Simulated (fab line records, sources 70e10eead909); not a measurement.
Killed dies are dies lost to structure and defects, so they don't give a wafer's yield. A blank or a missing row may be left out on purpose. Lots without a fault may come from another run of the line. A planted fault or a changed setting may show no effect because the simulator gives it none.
Chamber matching | flow nand_harc | NHARC_A_DECK1_JOINT_CMP_02 on cmp-02: 4 sister chambers
The step polishes SiOx. 4 wafers are shown with their chamber, then 9 later ones without.

WAFERS WITH THEIR CHAMBER
wafer  | chamber | motor_current_A (A)
L085.2 | 0       | 13.7
L087.3 | 1       | 12.6
L087.4 | 2       | 11.1
L087.6 | 3       | 11.7

WAFERS WITHOUT THEIR CHAMBER
wafer  | motor_current_A (A)
L089.2 | 11.7
L089.3 | 11.1
L089.4 | 12.9
L093.1 | 11.3
L093.5 | 11.7
L093.6 | 14.0
L097.1 | 11.5
L097.3 | 11.8
L097.5 | 10.3

WHICH CHAMBER EACH WENT THROUGH
wafer  | from the rows above     | in truth
L089.2 | can't be placed: 3 or 2 | 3
L089.3 | can't be placed: 2 or 3 | 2
L089.4 | can't be placed: 1 or 0 | 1
L093.1 | can't be placed: 2 or 3 | 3
L093.5 | can't be placed: 3 or 2 | 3
L093.6 | 0                       | 0
L097.1 | can't be placed: 3 or 2 | 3
L097.3 | can't be placed: 3 or 2 | 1
L097.5 | can't be placed: 2 or 3 | 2
Placed correctly: 1 of 9. Can't be placed from these rows: 8 (the true chamber is among the candidates in 7). Placed wrongly: 0.
How it was worked out, from the rows above alone: a wafer's distance from a chamber is the root of the sum, over the readings, of the square of ((its reading less the chamber's mean) divided by the reading's scatter). The wafer belongs to the nearest chamber; if the next one is less than 2 further off, it can't be placed. A chamber's mean is the mean of its shown wafers. The scatter: with one shown wafer a chamber, the root of the mean of the squares of how far each hidden wafer lies from its nearest shown one.
